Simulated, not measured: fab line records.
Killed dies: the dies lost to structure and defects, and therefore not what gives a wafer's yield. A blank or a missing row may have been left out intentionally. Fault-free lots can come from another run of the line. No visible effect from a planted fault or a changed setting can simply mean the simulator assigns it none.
Chamber matching -- flow n5_finfet -- 4 sister chambers for N5_HKMG_FIN_STRIP_89 on rie_diel-04
The step strips SOC in N2/H2, time 20 s. 18 wafers are shown with their chamber, then 9 later ones without.

## EACH WAFER AND ITS CHAMBER
wafer,chamber,drypump_motor_current_A (A),showerhead_plenum_p_Torr (Torr),throttle_valve_pct (%)
L074.1,3,5.2,3.34,19.7
L074.2,2,5.4,3.47,19.3
L074.3,0,5.9,3.45,18.9
L077.1,2,5.4,3.47,19.3
L077.2,3,5.2,3.34,19.7
L077.5,3,5.2,3.34,19.7
L078.2,3,5.2,3.34,19.7
L078.4,3,5.2,3.34,19.7
L078.6,2,5.4,3.47,19.3
L084.1,1,6.7,3.28,18.9
L084.2,3,5.2,3.33,19.7
L084.4,0,5.9,3.44,18.5
L085.1,2,5.4,3.46,19.4
L085.4,1,6.6,3.28,18.9
L085.5,1,6.6,3.28,18.9
L087.4,1,6.6,3.28,18.9
L087.5,3,5.2,3.33,19.7
L087.6,0,5.9,3.44,18.5

SIGNATURES (averages over the wafers above)
reading,chamber 0,chamber 1,chamber 2,chamber 3,scatter within a chamber
drypump_motor_current_A,5.900,6.625,5.400,5.200,0.0231
showerhead_plenum_p_Torr,3.4433,3.2800,3.4675,3.3371,0.00451
throttle_valve_pct,18.633,18.900,19.325,19.700,0.0903
Rule: for a wafer and a chamber, the distance is found by dividing, reading by reading, the gap between the wafer's reading and the chamber's mean by the reading's scatter, squaring, summing and taking the root. The wafer belongs to the nearest chamber; if the next one is less than 2 further off, it can't be placed. The scatter is the square root of a quotient: the sum, over the shown wafers, of each reading's squared deviation from its chamber's mean, divided by wafers minus chambers.

## WAFERS WHOSE CHAMBER IS MISSING
wafer,drypump_motor_current_A (A),showerhead_plenum_p_Torr (Torr),throttle_valve_pct (%)
L088.2,5.9,3.44,18.5
L088.4,5.4,3.46,19.4
L088.6,6.6,3.28,18.9
L093.1,5.9,3.43,18.5
L093.3,5.4,3.45,19.4
L093.4,5.2,3.32,19.8
L097.3,6.0,3.43,18.5
L097.4,5.2,3.32,19.8
L097.6,5.2,3.32,19.8

## WHICH CHAMBER EACH ONE RAN IN
wafer,from the rows above,in truth
L088.2,0,0
L088.4,2,2
L088.6,1,1
L093.1,0,0
L093.3,2,2
L093.4,3,3
L097.3,0,0
L097.4,3,3
L097.6,3,3
9 of 9 placed correctly. Left unplaced by these rows: 0. Number placed wrongly: 0.
